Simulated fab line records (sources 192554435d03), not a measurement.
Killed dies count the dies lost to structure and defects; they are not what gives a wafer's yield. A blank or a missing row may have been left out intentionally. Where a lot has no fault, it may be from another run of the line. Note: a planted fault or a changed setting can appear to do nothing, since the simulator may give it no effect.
Split-lot experiment    flow n5Finfet    on a route of 1938 steps: 7 lots, 21 wafers read

SPLIT DETAILS
At N5_BEOL_M3_ETCH_41 (etches SiCN in CH3F/O2, target depth 29.9 nm, time 52.5 s), the setting targetDepthA was moved away from the recipe's 299 angstrom on 5 of the 21 wafers read, by -9.1% to +7.9%. This setting was run at the recipe's value on the other wafers.

Reading taken at the split's own step.

THE READING
etch.depthNm (the simulator's own value, which no gauge read), in nm, at N5_BEOL_M3_ETCH_41 (etches SiCN in CH3F/O2, target depth 29.9 nm, time 52.5 s). There is no usual value for it anywhere in the file. Here, 16 wafers ran the recipe; their average is 19.89 nm with a standard deviation of 0.26 nm.

wafer   tool, chamber at the split  targetDepthA as run, angstrom  against the recipe  etch.depthNm, nm  against lot-mates on the recipe
L079.2  rieDiel-02, 0               299                            recipe              19.67             -
L079.4  rieDiel-02, 1               299                            recipe              19.91             -
L079.5  rieDiel-02, 0               299                            recipe              19.76             -
L084.1  rieDiel-02, 1               299                            recipe              20.24             -
L084.4  rieDiel-02, 0               299                            recipe              19.99             -
L084.6  rieDiel-02, 1               299                            recipe              20.22             -
L082.2  rieDiel-06, 2               299                            recipe              19.43             -
L082.4  rieDiel-06, 1               271.7                          -9.1%               18.24             -1.41
L082.5  rieDiel-06, 1               299                            recipe              19.87             -
L080.1  rieDiel-06, 1               299                            recipe              20.07             -
L080.2  rieDiel-06, 0               299                            recipe              19.68             -
L080.6  rieDiel-06, 1               299                            recipe              20.01             -
L092.1  rieDiel-05, 3               299                            recipe              20.23             -
L092.2  rieDiel-05, 0               322.5                          +7.9%               21.59             +1.36
L092.5  rieDiel-05, 1               322.5                          +7.9%               21.6              +1.37
L091.1  rieDiel-06, 1               299                            recipe              20.19             -
L091.3  rieDiel-06, 0               299                            recipe              19.5              -
L091.4  rieDiel-06, 3               299                            recipe              19.52             -
L097.2  rieDiel-05, 0               312                            +4.3%               21.03             +1.03
L097.5  rieDiel-05, 1               299                            recipe              20                -
L097.6  rieDiel-05, 2               312                            +4.3%               20.78             +0.78

FIT RESULTS
A straight line over all 21 wafers: etch.depthNm changes by +0.205 nm for each +1% of targetDepthA; r = +0.94; the points scatter about the line by 0.25 nm.
The same after taking each lot's own level away (the mean of its wafers on the recipe; 21 wafers): +0.171 nm for each +1%; r = +0.96; scatter 0.19 nm.
According to that fit, moving targetDepthA by its largest amount changes the reading by 1.6 nm.
The lots' own levels span 19.650 to 20.230 nm, that is 2.2 times the standard deviation above.
So the slope is not independent of the lot-to-lot level: the two fits are not the same.
Check: for one of the wafers moved furthest among these (-9.1%), held out of the fit, the line's prediction against its lot-mates is -1.64 nm. Against them it came out at -1.41 nm.

FURTHER SPLITS ON THESE WAFERS
Note: prior to the reading, these wafers also went through further splits. Each is held against what the fit with the lots' levels taken away leaves over:
other split on the same wafers   wafers away from the commonest value  r with etch.depthNm (lot level and that fit taken away)
N5_BEOL_M2_EXPOSE_08 doseMj      8                                     -0.27
N5_BEOL_M2_TRENCH_ETCH_37 biasW  4                                     -0.09
N5_BEOL_M3_ETCH_70 sourceW       7                                     +0.36

FILE'S OWN FIT
etch.depthNm changes by +0.168 nm for each +1% of targetDepthA, r = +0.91.
